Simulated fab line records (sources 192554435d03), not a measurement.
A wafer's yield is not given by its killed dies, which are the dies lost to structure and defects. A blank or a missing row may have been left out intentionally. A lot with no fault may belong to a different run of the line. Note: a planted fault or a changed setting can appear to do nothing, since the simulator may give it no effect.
fab line records | flow n5_finfet | part 2 of 2: steps 5 to 6 of 6
[record] lots = 22 wafers = 66 last_day = 18
route steps=1938 shown GATE_CUT@488 MOL_CONTACT_COAG@532
lots that met no fault: from a run of the same line without faults
start_h: start of the lot's first displayed wafer, in hours after the record's first day | wait_h: hours elapsed since this lot's preceding step | " same as the row above | L1.1+2: one row covering several wafers at once | - no value, or no start was given | * or withheld: withheld | < > ~ a bound
route shown NAME@n: names a module that has steps shown in the file, with the first one's number in the route | usual: the fault-free wafers' mean and standard deviation | same: alike in all rows | chamber/n: place in a boat | sites: the reading at each site | _std_site: the values' standard deviation | _edge_site: outer sites' mean less inner sites' | radius_mm: for every site, how far away it sits from the centre of the wafer | mask NAME#n: copy n | behind: the last tool/chamber to shape the wafer | hold: reason for holding the lot/hours on hold/outcome of the hold | device: which transistor (n, p or np) failed to switch | end of line: the tests these same wafers got at the end of their route | for a step that has no rows: nothing shown but its recipe | killed: not the wafer's yield, but the dies lost to structure and defects at the first sort | map: a wafer's dies, marking killed ones x, the rest . and places with no die _
set.NAME: the setting the step ran with; set.NAME@STEP: the setting that earlier step ran with | model.NAME: the simulator's own value behind a step, which no gauge read
route steps across a sampled set of lots; one table per step, one row per wafer
services: when a tool's chamber went out of use (start_h, in hours from the record's first day, below 0 if earlier), for how many hours, and the reason
[[steps]]
[step N5_MOL_CONTACT_COAG_ETCH_106]
[recipe] chemistry = N2/H2 target = SOC target_depth_a = 800 overetch_a = 160 mask_material = SiARC temp_c = 40 time_s = 120 ion_energy_ev = 200 pressure_mtorr = 30 source_w = 840 bias_w = 150 n2_flow_sccm = 200 h2_flow_sccm = 200
[usual] drypump_motor_current_A = 5.7/0.53 h2_flow_sccm = 199.9/0.58 oes_product_au = 0.68/0.049 rf_fwd_power_W = 835.5/2.8 rf_vpp_V = 522.9/2.5 showerhead_plenum_p_Torr = 2.51/0.084 temp_c = 39.99/0.1 throttle_valve_pct = 17.9/0.32
// columns lot.wafer tool chamber start_h wait_h drypump_motor_current_A h2_flow_sccm oes_product_au rf_fwd_power_W rf_hours_counter_h rf_vpp_V showerhead_plenum_p_Torr temp_c throttle_valve_pct
L074.1 rie_diel-05 3 92.60 0.0 5.4 199.7 0.80 834.6 23 524.1 2.49 39.96 17.7
L074.4 " 1 " " 6.7 200.0 0.72 830.6 84 525.9 2.56 39.98 17.4
L074.6 " 3 " " 5.5 199.9 0.80 836.8 - 521.7 2.49 39.93 17.7
L075.3 rie_diel-06 0 98.05 0.0 5.8 198.9 0.64 840.8 194 520.6 2.41 39.85 18.1
L075.4 " 2 " " 4.9 199.7 0.64 834.5 181 526.3 2.64 40.21 18.2
L075.5 " 3 " " 5.0 200.3 0.67 831.2 - 520.9 2.45 40.03 17.5
L076.3 rie_diel-02 2 99.65 0.0 6.1 199.1 0.73 832.2 78 524.3 2.58 40.01 17.8
L076.4 " 3 " " 5.7 201.0 0.66 837.2 - 524.6 2.51 39.94 17.8
L076.6 " 0 " " 5.7 199.9 0.72 837.9 - 523.5 2.54 39.84 17.7
L077.3 rie_diel-02 1 106.57 0.0 6.7 198.6 0.76 835.3 50 528.4 2.68 39.87 17.3
L077.4 " 0 " " 5.7 200.1 0.71 832.8 120 523.0 2.54 39.96 17.7
L077.6 " 1 " " 6.7 199.7 0.77 837.9 - 527.2 2.68 39.87 17.3
L078.2 rie_diel-06 2 114.85 0.0 4.9 199.8 0.64 828.5 187 526.4 2.63 40.03 18.2
L078.4 " 0 " " 5.8 199.7 0.64 833.1 201 520.5 2.41 40.06 18.1
L078.6 " 1 " " 5.5 200.2 0.65 831.9 - 520.8 2.43 40.07 18.2
L079.1 rie_diel-02 2 117.52 0.0 6.1 199.1 0.72 835.9 86 523.3 2.58 39.98 17.8
L079.2 " 1 " " 6.7 199.5 0.76 836.8 54 527.3 2.68 39.94 17.3
L079.4 " 0 " " 5.7 200.1 0.72 838.1 124 522.8 2.54 39.81 17.7
L080.1 rie_diel-05 0 123.21 0.0 6.4 198.3 0.74 835.6 85 524.8 2.57 39.87 17.7
L080.3 " 3 " " 5.4 199.9 0.79 837.2 32 521.6 2.49 39.94 17.7
L080.6 " 2 " " 6.3 199.4 0.66 833.6 - 522.9 2.54 40.28 18.3
L081.2 rie_diel-05 0 129.18 0.0 6.4 198.5 0.74 839.0 88 523.9 2.57 39.98 17.7
L081.4 " 1 " " 6.7 201.2 0.72 836.1 98 523.7 2.56 39.95 17.4
L081.6 " 3 " " 5.5 200.1 0.78 837.9 - 522.8 2.49 40.04 17.7
L083.1 rie_diel-02 3 141.27 0.0 5.7 199.6 0.65 835.6 188 524.4 2.51 39.96 17.9
L083.4 " 2 " " 6.1 201.2 0.71 835.1 95 525.3 2.57 40.15 17.8
L083.5 " 0 " " 5.7 199.6 0.71 841.7 - 523.2 2.54 39.82 17.7
L082.1 rie_diel-02 1 142.80 0.0 6.7 199.6 0.75 837.1 64 528.9 2.68 39.91 17.3
L082.2 " 0 " " 5.7 199.5 0.71 837.0 133 524.8 2.54 40.01 17.7
L082.6 " 1 " " 6.7 199.3 0.76 835.1 - 528.2 2.68 40.06 17.3
L085.2 rie_diel-02 2 154.58 0.0 6.1 199.8 0.71 834.5 101 524.7 2.57 39.96 17.8
L085.4 " 0 " " 5.7 199.6 0.70 837.6 138 525.4 2.53 40.06 17.7
L085.5 " 2 " " 6.1 200.1 0.72 834.9 - 524.2 2.57 40.18 17.8
L086.1 rie_diel-06 2 160.61 0.0 4.9 199.9 0.62 835.0 206 527.3 2.62 40.08 18.2
L086.3 " 1 " " 5.5 199.9 0.65 840.9 184 520.5 2.42 40.01 18.3
L086.5 " 0 " " 5.8 200.4 0.63 837.7 - 520.6 2.41 39.94 18.1
L088.2 rie_diel-06 2 179.18 0.0 4.9 200.1 0.62 836.5 213 525.5 2.62 40.05 18.3
L088.5 " 1 " " 5.5 199.8 0.63 837.0 - 520.8 2.42 39.95 18.3
L088.6 " 0 " " 5.8 199.2 0.63 834.9 - 521.4 2.40 39.98 18.1
L089.4 rie_diel-06 3 180.60 0.0 5.0 200.0 0.65 837.4 181 521.4 2.44 39.98 17.5
L089.5 " 0 " " 5.8 199.5 0.62 835.1 - 519.9 2.40 39.89 18.1
L089.6 " 3 " " 5.0 200.4 0.65 837.8 - 519.7 2.44 39.93 17.5
L090.1 rie_diel-06 3 186.45 0.0 5.0 199.4 0.66 834.3 183 520.4 2.44 40.04 17.5
L090.3 " 1 " " 5.5 200.4 0.63 837.0 194 520.5 2.42 39.74 18.3
L090.5 " 3 " " 5.0 199.8 0.65 833.9 - 519.3 2.44 39.99 17.5
L091.1 rie_diel-06 0 194.69 0.0 5.8 200.1 0.63 834.5 221 519.1 2.40 39.99 18.1
L091.2 " 3 " " 5.0 199.6 0.65 833.2 185 521.2 2.44 39.97 17.5
L091.3 " 1 " " 5.5 199.7 0.63 836.9 196 520.9 2.42 39.99 18.3
L092.3 rie_diel-06 0 197.64 0.0 5.8 198.6 0.63 838.8 222 519.4 2.40 40.07 18.1
L092.5 " 1 " " 5.5 201.0 0.64 834.8 - 519.8 2.42 40.01 18.3
L092.6 " 0 " " 5.8 199.5 0.62 837.6 - 519.3 2.40 40.13 18.1
L093.2 rie_diel-05 3 203.16 0.0 5.5 199.5 0.75 834.0 57 521.0 2.48 39.97 17.7
L093.5 " 3 " " 5.4 200.4 0.75 831.1 - 521.7 2.48 39.97 17.7
L093.6 " 2 " " 6.2 200.0 0.64 829.2 - 522.1 2.53 40.02 18.3
L094.1 rie_diel-06 3 208.87 0.0 5.0 199.5 0.65 837.0 188 521.4 2.43 40.07 17.5
L094.4 " 0 " " 5.8 200.5 0.63 841.5 225 521.0 2.40 40.11 18.1
L094.6 " 1 " " 5.5 199.7 0.63 840.6 - 520.3 2.42 39.89 18.3
L095.1 rie_diel-02 0 221.26 0.0 5.7 200.2 0.68 837.2 161 524.7 2.52 39.86 17.8
L095.3 " 2 " " 6.1 200.3 0.68 838.6 125 522.2 2.56 40.14 17.9
L095.4 " 1 " " 6.7 200.7 0.72 837.1 93 527.2 2.66 39.99 17.4
L096.2 rie_diel-06 2 222.63 0.0 4.9 200.2 0.61 831.5 224 525.8 2.62 40.08 18.3
L096.4 " 0 " " 5.8 199.5 0.62 839.3 229 519.2 2.40 39.98 18.1
L096.6 " 3 " " 5.0 200.2 0.64 832.2 - 519.6 2.43 39.86 17.5
L097.1 rie_diel-02 2 229.76 0.0 6.1 199.5 0.69 841.3 128 523.3 2.56 39.85 17.9
L097.5 " 2 " " 6.1 200.0 0.69 835.4 - 523.2 2.56 39.93 17.9
L097.6 " 3 " " 5.7 200.4 0.63 833.2 - 523.0 2.49 40.12 17.9
[step N5_MOL_CONTACT_COAG_SPUTTER_130]
[recipe] material = Co target_thk_a = 475 temp_c = 25 chamber_pressure_pa = 0.5 power_w = 3000
[usual] throttle_valve_pct = 30.1/1
// columns lot.wafer tool chamber start_h wait_h throttle_valve_pct
L074.1 pvd_sputter-02 - 98.80 0.0 29.9
L074.4 " - " " 28.6
L074.6 " - " " 32.2
L075.3 pvd_sputter-02 - 104.46 0.0 30.0
L075.4 " - " " 28.5
L075.5 " - " " 28.6
L076.3 pvd_sputter-02 - 105.51 0.0 29.8
L076.4 " - " " 31.7
L076.6 " - " " 29.8
L077.3 pvd_sputter-03 - 113.64 0.0 28.5
L077.4 " - " " 31.2
L077.6 " - " " 30.2
L078.2 pvd_sputter-03 - 119.86 0.0 30.3
L078.4 " - " " 28.7
L078.6 " - " " 30.4
L079.1 pvd_sputter-03 - 121.64 0.0 30.0
L079.2 " - " " 30.1
L079.4 " - " " 31.3
L080.1 pvd_sputter-01 - 128.27 0.0 31.8
L080.3 " - " " 29.9
L080.6 " - " " 29.4
L081.2 pvd_sputter-03 - 135.15 0.0 30.0
L081.4 " - " " 30.2
L081.6 " - " " 30.0
L083.1 pvd_sputter-01 - 145.91 0.0 29.5
L083.4 " - " " 30.3
L083.5 " - " " 30.0
L082.1 pvd_sputter-03 - 148.03 0.0 31.2
L082.2 " - " " 28.6
L082.6 " - " " 28.3
L085.2 pvd_sputter-01 - 159.02 0.0 31.9
L085.4 " - " " 30.2
L085.5 " - " " 31.8
L086.1 pvd_sputter-02 - 167.87 0.0 30.2
L086.3 " - " " 31.7
L086.5 " - " " 29.6
L089.4 pvd_sputter-03 - 185.75 0.0 31.2
L089.5 " - " " 28.9
L089.6 " - " " 30.0
L088.2 pvd_sputter-03 - 188.14 0.0 28.7
L088.5 " - " " 30.0
L088.6 " - " " 30.5
L090.1 pvd_sputter-03 - 191.44 0.0 30.1
L090.3 " - " " 30.5
L090.5 " - " " 31.2
L091.1 pvd_sputter-01 - 201.45 0.0 29.7
L091.2 " - " " 32.0
L091.3 " - " " 30.0
L092.3 pvd_sputter-02 - 208.11 0.0 29.9
L092.5 " - " " 29.9
L092.6 " - " " 28.6
L093.2 pvd_sputter-03 - 208.30 0.0 31.2
L093.5 " - " " 30.2
L093.6 " - " " 29.9
L094.1 pvd_sputter-02 - 215.61 0.0 28.4
L094.4 " - " " 29.6
L094.6 " - " " 31.7
L095.1 pvd_sputter-03 - 225.07 0.0 30.3
L095.3 " - " " 31.2
L095.4 " - " " 30.3
L096.2 pvd_sputter-03 - 227.88 0.0 30.4
L096.4 " - " " 28.7
L096.6 " - " " 30.2
L097.1 pvd_sputter-03 - 233.17 0.0 31.4
L097.5 " - " " 30.4
L097.6 " - " " 31.5
[[services]]
// columns tool chamber start_h hours kind
rie_diel-03 0 65.90 7.4 repair
rie_diel-03 0 79.78 8.1 repair
pvd_sputter-02 - 88.77 4.4 repair
rie_diel-02 1 96.54 4.5 repair
rie_diel-05 3 102.56 2.6 repair
pvd_sputter-02 - 115.86 8.0 repair
rie_diel-06 2 122.85 3.9 repair
rie_diel-01 1 136.98 6.2 repair
rie_diel-06 0 138.95 18.3 repair
rie_diel-05 - 146.10 14.6 pm
cmp-01 - 146.36 4.0 pm
rie_diel-04 3 157.82 7.7 repair
rie_diel-01 3 159.74 5.1 repair
rie_diel-05 0 161.45 14.5 repair
rie_diel-04 0 164.51 10.8 repair
cmp-01 - 173.90 7.2 repair
cmp-01 - 187.32 1.9 repair
rie_diel-01 0 192.03 15.2 repair
pvd_sputter-02 - 197.53 7.5 repair
rie_diel-01 3 199.51 13.7 repair
rie_diel-01 1 203.97 4.9 repair
rie_diel-02 - 212.23 1.0 repair
cmp-01 - 213.33 1.3 repair
rie_diel-06 - 227.77 0.4 repair
